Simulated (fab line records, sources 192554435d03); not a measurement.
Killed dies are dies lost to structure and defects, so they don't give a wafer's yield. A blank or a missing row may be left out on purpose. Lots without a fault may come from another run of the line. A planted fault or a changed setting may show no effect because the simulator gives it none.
Split-lot experiment | flow n5_finfet | 7 lots, 21 wafers read, on a route of 1938 steps

THE SPLIT
At N5_GATE_CUT_COAT_27 (time 60 s, resist thk 10 nm), the setting spin_rpm was moved away from the recipe's 1500 rpm on 6 of the 21 wafers read, by -8.1% to +6.3%. The other wafers ran this setting at the recipe's value.

FROM THE SPLIT TO THE READING: what the file shows between them, 5 steps
- N5_GATE_CUT_EXPOSE_10: exposes mask GATE CUT, target cd 20 nm (also split here: dose_mj)
- N5_GATE_CUT_PEB_11: peb time 60 s
- N5_GATE_CUT_DEVELOP_12: develop time 30 s
- N5_GATE_CUT_CD_MEAS_13: target cd 20 nm
- N5_GATE_CUT_DESCUM_18: chemistry O2, time 7 s

THE READING
etch.depth_nm (the simulator's own value, which no gauge read), in nm, at N5_GATE_CUT_ETCH_28 (etches underlayer in N2/H2, target depth 13 nm, time 10.4 s). The file gives no usual value for it. The 15 wafers here that ran the recipe average 9.990 nm, standard deviation 0.045 nm.

wafer  | tool, chamber at the split | spin_rpm as run, rpm | against the recipe | etch.depth_nm, nm | against lot-mates on the recipe
L075.2 | litho_track-05, 0          | 1500                 | recipe             | 10.03             | -
L075.3 | litho_track-05, 0          | 1500                 | recipe             | 10.05             | -
L075.6 | litho_track-05, 0          | 1500                 | recipe             | 10.06             | -
L083.1 | litho_track-05, 0          | 1500                 | recipe             | 10.03             | -
L083.4 | litho_track-05, 0          | 1500                 | recipe             | 10.02             | -
L083.5 | litho_track-05, 0          | 1570                 | +4.7%              | 9.798             | -0.227
L086.3 | litho_track-03, 0          | 1595                 | +6.3%              | 9.741             | -0.299
L086.5 | litho_track-03, 0          | 1595                 | +6.3%              | 9.736             | -0.304
L086.6 | litho_track-03, 0          | 1500                 | recipe             | 10.04             | -
L087.2 | litho_track-02, 0          | 1500                 | recipe             | 9.932             | -
L087.3 | litho_track-02, 0          | 1500                 | recipe             | 9.966             | -
L087.6 | litho_track-02, 0          | 1500                 | recipe             | 9.951             | -
L091.2 | litho_track-02, 0          | 1500                 | recipe             | 9.944             | -
L091.3 | litho_track-02, 0          | 1563                 | +4.2%              | 9.787             | -0.157
L091.5 | litho_track-02, 0          | 1500                 | recipe             | 9.944             | -
L093.2 | litho_track-05, 0          | 1378                 | -8.1%              | 10.43             | +0.410
L093.5 | litho_track-05, 0          | 1378                 | -8.1%              | 10.45             | +0.430
L093.6 | litho_track-05, 0          | 1500                 | recipe             | 10.02             | -
L095.2 | litho_track-02, 0          | 1500                 | recipe             | 9.975             | -
L095.3 | litho_track-02, 0          | 1500                 | recipe             | 9.952             | -
L095.6 | litho_track-02, 0          | 1500                 | recipe             | 9.932             | -

THE FIT
A straight line over all 21 wafers: etch.depth_nm changes by -0.0489 nm for each +1% of spin_rpm; r = -0.97; the points scatter about the line by 0.047 nm.
The same after taking each lot's own level away (the mean of its wafers on the recipe; 21 wafers): -0.0492 nm for each +1%; r = -1.00; scatter 0.016 nm.
On that fit, the largest move of spin_rpm shifts the reading by 0.4 nm.
The lots' own levels span 9.9440 to 10.0467 nm, that is 2.3 times the standard deviation above.
So the lot-to-lot level changes the slope little: the two slopes agree.
Check: with one of the wafers moved furthest among these (-8.1%) left out of the fit, the line predicts +0.403 nm for it against its lot-mates. It came out at +0.41 nm against them.

OTHER SPLITS ON THESE WAFERS
These wafers also went through other splits before the reading. Each is held against what the fit with the lots' levels taken away leaves over:
other split on the same wafers | wafers away from the commonest value | r with etch.depth_nm (lot level and that fit taken away)
N5_GATE_CUT_EXPOSE_10 dose_mj  | 9                                    | +0.25

THE WHOLE CHAIN: every reading that the file lists as answering this split, in the file's order
step                | what it does                                                | reading                                                                                | change (the file's fit)                | r (the file's)
N5_GATE_CUT_COAT_27 | time 60 s, resist thk 10 nm                                 | underlayer_of_GATE_CUT_COAT_27.thk_nm (the simulator's own value, which no gauge read) | -0.0432 nm for each +1% of the setting | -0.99
N5_GATE_CUT_ETCH_28 | etches underlayer in N2/H2, target depth 13 nm, time 10.4 s | etch.depth_nm (the simulator's own value, which no gauge read)                         | -0.0482 nm for each +1% of the setting | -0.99

THE FILE'S OWN FIT
etch.depth_nm changes by -0.0482 nm for each +1% of spin_rpm, r = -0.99.
